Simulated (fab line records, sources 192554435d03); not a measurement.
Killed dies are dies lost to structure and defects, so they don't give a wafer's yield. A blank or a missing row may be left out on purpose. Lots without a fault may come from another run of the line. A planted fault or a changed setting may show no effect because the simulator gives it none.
Split-lot experiment | flow n5_finfet | 7 lots, 21 wafers read, on a route of 1938 steps

THE SPLIT
At N5_FIN_SAQP_PECVD_06 (deposits a-Si from SiH4/He, target thk 60 nm, time 48.1 s), the setting time_s was moved away from the recipe's 48.1 s on 4 of the 21 wafers read, by -12.1% to +6.5%. The other wafers ran this setting at the recipe's value.

FROM THE SPLIT TO THE READING: what the file shows between them, 5 steps
- N5_FIN_SAQP_THK_MEAS_07
- N5_FIN_SAQP_HM_DEP_72: deposits SiO2 from SiH4/N2O, target thk 12 nm, time 7.2 s
- N5_FIN_SAQP_COAT_49: time 60 s, resist thk 100 nm
- N5_FIN_SAQP_HM_OPEN_73: chemistry CHF3/O2, target SiO2, stops on a-Si, target depth 12 nm, time 16.8 s
- N5_FIN_SAQP_STRIP_74: strips in CHF3/O2

THE READING
etch.depth_nm (the simulator's own value, which no gauge read), in nm, at N5_FIN_SAQP_MANDREL_ETCH_22 (etches a-Si in HBr/Cl2, stops on SiNx, target depth 60 nm, bt time 10 s, time 30 s). The file gives no usual value for it. The 17 wafers here that ran the recipe average 59.98 nm, standard deviation 0.62 nm.

wafer  | tool, chamber at the split | time_s as run, s | against the recipe | etch.depth_nm, nm | against lot-mates on the recipe
L074.1 | pecvd-04, 2                | 48.1             | recipe             | 59.49             | -
L074.2 | pecvd-04, 0                | 48.1             | recipe             | 59.16             | -
L074.5 | pecvd-04, 0                | 48.1             | recipe             | 61.2              | -
L075.1 | pecvd-01, 2                | 48.1             | recipe             | 58.96             | -
L075.2 | pecvd-01, 1                | 48.1             | recipe             | 59.98             | -
L075.3 | pecvd-01, 0                | 48.1             | recipe             | 59.63             | -
L078.1 | pecvd-01, 2                | 48.1             | recipe             | 59.82             | -
L078.4 | pecvd-01, 2                | 42.27            | -12.1%             | 52.4              | -7.63
L078.5 | pecvd-01, 0                | 48.1             | recipe             | 60.24             | -
L083.3 | pecvd-01, 2                | 48.1             | recipe             | 60.18             | -
L083.5 | pecvd-01, 2                | 48.1             | recipe             | 60.57             | -
L083.6 | pecvd-01, 0                | 48.1             | recipe             | 60.63             | -
L094.1 | pecvd-01, 2                | 48.1             | recipe             | 59.19             | -
L094.2 | pecvd-01, 1                | 48.1             | recipe             | 60.3              | -
L094.3 | pecvd-01, 0                | 48.1             | recipe             | 59.59             | -
L096.2 | pecvd-03, 0                | 44.85            | -6.8%              | 55.48             | -4.84
L096.3 | pecvd-03, 2                | 44.85            | -6.8%              | 55.97             | -4.35
L096.4 | pecvd-03, 2                | 48.1             | recipe             | 60.32             | -
L097.3 | pecvd-03, 2                | 48.1             | recipe             | 59.51             | -
L097.4 | pecvd-03, 1                | 48.1             | recipe             | 60.88             | -
L097.5 | pecvd-03, 2                | 51.22            | +6.5%              | 64.82             | +4.62

THE FIT
A straight line over all 21 wafers: etch.depth_nm changes by +0.649 nm for each +1% of time_s; r = +0.97; the points scatter about the line by 0.61 nm.
The same after taking each lot's own level away (the mean of its wafers on the recipe; 21 wafers): +0.66 nm for each +1%; r = +0.98; scatter 0.52 nm.
On that fit, the largest move of time_s shifts the reading by 8 nm.
The lots' own levels span 59.523 to 60.460 nm, that is 1.5 times the standard deviation above.
So the lot-to-lot level changes the slope little: the two slopes agree.
Check: with one of the wafers moved furthest among these (-12.1%) left out of the fit, the line predicts -8.36 nm for it against its lot-mates. It came out at -7.63 nm against them.

OTHER SPLITS ON THESE WAFERS
These wafers also went through other splits before the reading. Each is held against what the fit with the lots' levels taken away leaves over:
other split on the same wafers  | wafers away from the commonest value | r with etch.depth_nm (lot level and that fit taken away)
N5_ZERO_LAYER_EXPOSE_08 dose_mj | 4                                    | -0.33
N5_ZERO_LAYER_PEB_09 peb_time_s | as run: not given for these wafers   | -
N5_WELL_APT_EXPOSE_05 dose_mj   | 6                                    | -0.02
N5_WELL_APT_COAT_19 spin_rpm    | 10                                   | +0.06
N5_FIN_SAQP_ALD_61 temp_c       | 5                                    | +0.07

THE WHOLE CHAIN: every reading that the file lists as answering this split, in the file's order
step                        | what it does                                                                       | reading                                                                           | change (the file's fit)               | r (the file's)
N5_FIN_SAQP_PECVD_06        | deposits a-Si from SiH4/He, target thk 60 nm, time 48.1 s                          | a-Si_of_FIN_SAQP_PECVD_06.thk_nm (the simulator's own value, which no gauge read) | +0.656 nm for each +1% of the setting | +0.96
N5_FIN_SAQP_THK_MEAS_07     |                                                                                    | thk_nm                                                                            | withheld for each +1% of the setting  | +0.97
N5_FIN_SAQP_MANDREL_ETCH_22 | etches a-Si in HBr/Cl2, stops on SiNx, target depth 60 nm, bt time 10 s, time 30 s | etch.depth_nm (the simulator's own value, which no gauge read)                    | +0.654 nm for each +1% of the setting | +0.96

THE FILE'S OWN FIT
etch.depth_nm changes by +0.654 nm for each +1% of time_s, r = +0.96.
